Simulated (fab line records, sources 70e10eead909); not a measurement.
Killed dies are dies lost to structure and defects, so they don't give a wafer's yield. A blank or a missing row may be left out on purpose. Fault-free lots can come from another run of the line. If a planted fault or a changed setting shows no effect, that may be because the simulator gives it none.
What tool caused it?    flow nand-harc    42 wafers from 14 lots sampled at 4 of the route's 1302 steps

## WHAT THE GAUGES READ, wafer by wafer
The record lacks any reading of a measuring or inspecting step that a usual standard deviation could be used to judge.

## TOOL THAT RAN EACH LOT (tool first, then ch and the chambers of the sampled wafers, then the start)
lot   NHARC_P_CONTACT_DEP_00                      NHARC_P_CONTACT_PEB_10             NHARC_P_CONTACT_DESCUM_17           NHARC_P_CONTACT_ETCH_18
L757  pecvd-04 ch 1,2, day 6 12:34 or earlier     litho-track-06 ch 0, day 6 12:34   rie-diel-04 ch 1,2,3, day 6 12:50   rie-diel-04 ch 0,1,2, no start
L756  pecvd-04 ch 0,1,2, day 6 13:44 or earlier   litho-track-06 ch 0, day 6 13:44   rie-diel-13 ch 0,1,2, day 6 13:59   rie-diel-13 ch 0,1,3, no start
L759  pecvd-01 ch 0,1,2, day 7 05:17 or earlier   litho-track-06 ch 0, day 7 05:17   rie-diel-04 ch 0,1,3, day 7 05:33   rie-diel-04 ch 0,1,3, no start
L758  pecvd-01 ch 0,1,2, day 7 05:46 or earlier   litho-track-04 ch 0, day 7 05:46   rie-diel-07 ch 1,3, day 7 06:02     rie-diel-07 ch 2,3, no start
L760  pecvd-04 ch 1,2, day 7 18:53 or earlier     litho-track-04 ch 0, day 7 18:53   rie-diel-07 ch 1,3, day 7 19:10     rie-diel-07 ch 0,1,2, no start
L761  pecvd-04 ch 0,1,2, day 8 09:23 or earlier   litho-track-04 ch 0, day 8 09:23   rie-diel-04 ch 0,3, day 8 09:40     rie-diel-07 ch 0,1,2, day 8 10:12
L762  pecvd-01 ch 0,1,2, day 8 10:54 or earlier   litho-track-04 ch 0, day 8 10:54   rie-diel-07 ch 1,2,3, day 8 11:10   rie-diel-07 ch 0,1, no start
L763  pecvd-01 ch 0,1,2, day 8 17:27 or earlier   litho-track-04 ch 0, day 8 17:27   rie-diel-13 ch 0,1,2, day 8 17:43   rie-diel-13 ch 2,3, no start
L772  pecvd-01 ch 0,1,2, day 12 20:35 or earlier  litho-track-04 ch 0, day 12 20:35  rie-diel-07 ch 0,2, day 12 20:52    rie-diel-07 ch 0,2, no start
L773  pecvd-04 ch 0,1, day 13 04:45 or earlier    litho-track-01 ch 0, day 13 04:45  rie-diel-07 ch 0,3, day 13 05:02    rie-diel-07 ch 0,2,3, no start
L774  pecvd-01 ch 1,2, day 13 10:55 or earlier    litho-track-01 ch 0, day 13 10:55  rie-diel-13 ch 0,1,3, day 13 11:12  rie-diel-13 ch 0,2,3, no start
L776  pecvd-04 ch 0,1, day 14 01:14 or earlier    litho-track-04 ch 0, day 14 01:14  rie-diel-04 ch 1,3, day 14 01:31    rie-diel-04 ch 1,2, no start
L777  pecvd-03 ch 0,1,2, day 14 12:56 or earlier  litho-track-01 ch 0, day 14 12:56  rie-diel-04 ch 1,2, day 14 13:12    rie-diel-04 ch 0,1, no start
L778  pecvd-01 ch 0,2, day 15 02:19 or earlier    litho-track-01 ch 0, day 15 02:19  rie-diel-13 ch 0,2,3, day 15 02:34  rie-diel-13 ch 0,1,3, no start
- NHARC_P_CONTACT_DEP_00: deposits SiO2, target thk 500 nm.
- NHARC_P_CONTACT_PEB_10: peb time 65 s.
- NHARC_P_CONTACT_DESCUM_17: chemistry O2, time 3 s.
- NHARC_P_CONTACT_ETCH_18: etches the open film in C4F8/O2/Ar, target depth 481 nm, time 240.5 s.

## AS READ BY THE TOOLS THEMSELVES (means over the sampled wafers that have a number; for cases with no such wafer, the mark the record gives instead)
NHARC_P_CONTACT_DEP_00. Usual: heater-power-w 519 W, standard deviation 87; throttle-valve-pct 15.8 %, standard deviation 0.63.
lot   tool      heater-power-w (W)  throttle-valve-pct (%)  flag
L757  pecvd-04  485                 16.0                    
L756  pecvd-04  474                 15.5                    
L759  pecvd-01  524                 15.9                    
L758  pecvd-01  439                 15.8                    
L760  pecvd-04  517                 15.8                    
L761  pecvd-04  566                 15.6                    
L762  pecvd-01  485                 15.9                    
L763  pecvd-01  503                 15.8                    
L772  pecvd-01  508                 16.2                    
L773  pecvd-04  565                 15.1                    
L774  pecvd-01  466                 15.5                    
L776  pecvd-04  512                 15.2                    
L777  pecvd-03  524                 15.9                    
L778  pecvd-01  527                 16.3                    

NHARC_P_CONTACT_PEB_10. Usual: chill-plate-temp-C 22.98 C, standard deviation 0.1; heater-power-total-W 156.6 W, standard deviation 0.41; plate-temp-C 100.00 C, standard deviation 0.13.
lot   tool            chill-plate-temp-C (C)  heater-power-total-W (W)  plate-temp-C (C)  flag
L757  litho-track-06  23.08                   156.6                     100.12            
L756  litho-track-06  23.05                   156.2                     99.93             
L759  litho-track-06  23.06                   156.7                     100.04            
L758  litho-track-04  22.93                   156.7                     100.05            
L760  litho-track-04  22.94                   156.2                     100.06            
L761  litho-track-04  22.96                   156.6                     99.82             
L762  litho-track-04  23.10                   151.6                     97.51             OFF
L763  litho-track-04  22.97                   151.7                     97.57             OFF
L772  litho-track-04  23.09                   156.8                     100.16            
L773  litho-track-01  23.12                   156.7                     99.89             
L774  litho-track-01  22.91                   156.7                     100.23            
L776  litho-track-04  22.91                   157.0                     100.11            
L777  litho-track-01  22.89                   156.3                     99.90             
L778  litho-track-01  22.98                   156.5                     99.88             

NHARC_P_CONTACT_DESCUM_17. Usual: drypump-motor-current-A 5.8 A, standard deviation 0.63; oes-product-au 1.000 a.u., standard deviation 0.0075; rf-vpp-V 57.9 V, standard deviation 0.85; showerhead-plenum-p-Torr 1.92 Torr, standard deviation 0.095; throttle-valve-pct 11.311 %, standard deviation 0.009.
lot   tool         drypump-motor-current-A (A)  oes-product-au (a.u.)  rf-vpp-V (V)  showerhead-plenum-p-Torr (Torr)  throttle-valve-pct (%)  flag
L757  rie-diel-04  6.1                          0.993                  57.7          1.90                             11.312                  
L756  rie-diel-13  5.6                          0.997                  58.8          1.96                             11.304                  
L759  rie-diel-04  5.9                          0.991                  57.0          1.90                             11.311                  
L758  rie-diel-07  6.3                          0.994                  58.1          1.98                             11.315                  
L760  rie-diel-07  6.3                          1.004                  58.4          1.98                             11.311                  
L761  rie-diel-04  5.7                          0.999                  57.3          1.83                             11.308                  
L762  rie-diel-07  5.7                          1.001                  57.9          2.00                             11.316                  
L763  rie-diel-13  5.6                          0.996                  58.5          1.96                             11.316                  
L772  rie-diel-07  5.0                          1.002                  57.8          1.99                             11.320                  
L773  rie-diel-07  6.1                          1.005                  57.8          1.95                             11.308                  
L774  rie-diel-13  5.9                          1.008                  56.9          1.94                             11.311                  
L776  rie-diel-04  6.4                          1.002                  58.6          1.98                             11.307                  
L777  rie-diel-04  6.3                          0.994                  59.0          1.97                             11.310                  
L778  rie-diel-13  5.6                          1.009                  57.5          1.90                             11.303                  

NHARC_P_CONTACT_ETCH_18. Usual: bias-w 1500 W, standard deviation 4.4; oes-product-au 0.953 a.u., standard deviation 0.019; rf-vpp-V 979 V, standard deviation 6.4.
lot   tool         bias-w (W)  oes-product-au (a.u.)  rf-vpp-V (V)  flag
L757  rie-diel-04  1502        0.913                  976           
L756  rie-diel-13  1498        0.968                  980           
L759  rie-diel-04  1502        0.965                  977           
L758  rie-diel-07  1501        0.920                  981           
L760  rie-diel-07  1504        0.945                  984           
L761  rie-diel-07  1497        0.980                  984           
L762  rie-diel-07  1501        0.973                  984           
L763  rie-diel-13  1498        0.972                  976           
L772  rie-diel-07  1501        0.958                  983           
L773  rie-diel-07  1501        0.962                  981           
L774  rie-diel-13  1501        0.953                  977           
L776  rie-diel-04  1499        0.954                  977           
L777  rie-diel-04  1501        0.946                  982           
L778  rie-diel-13  1495        0.953                  980           

## THE ANSWER, worked out from the rows above alone
Rule: take the mean of a lot's wafers that have a number; if it is more than 3 standard deviations from the usual mean, the lot is off. Also off: a lot with no number at a reading for which 4 or more lots have one. The other lots that the step has rows for count as sound. The gauges are gone through in route order, then the tools' own readings, and for those a lot's mean is taken as printed above. At the first step where some lot is off, the reading lying furthest off is the one used; lots without a number count as furthest.
Off, at NHARC_P_CONTACT_PEB_10 on plate-temp-C: L762, L763.
If a tool, at that step or one of the process steps before it, ran each lot that is off and ran no sound lot following the first of them, it fits. NHARC_P_CONTACT_DEP_00 gives no start for some lots, so the hours and the order of its lots are those of NHARC_P_CONTACT_PEB_10. Not one of the candidates tried fits.

## WHAT HAD BEEN PUT IN BY THE SIMULATOR
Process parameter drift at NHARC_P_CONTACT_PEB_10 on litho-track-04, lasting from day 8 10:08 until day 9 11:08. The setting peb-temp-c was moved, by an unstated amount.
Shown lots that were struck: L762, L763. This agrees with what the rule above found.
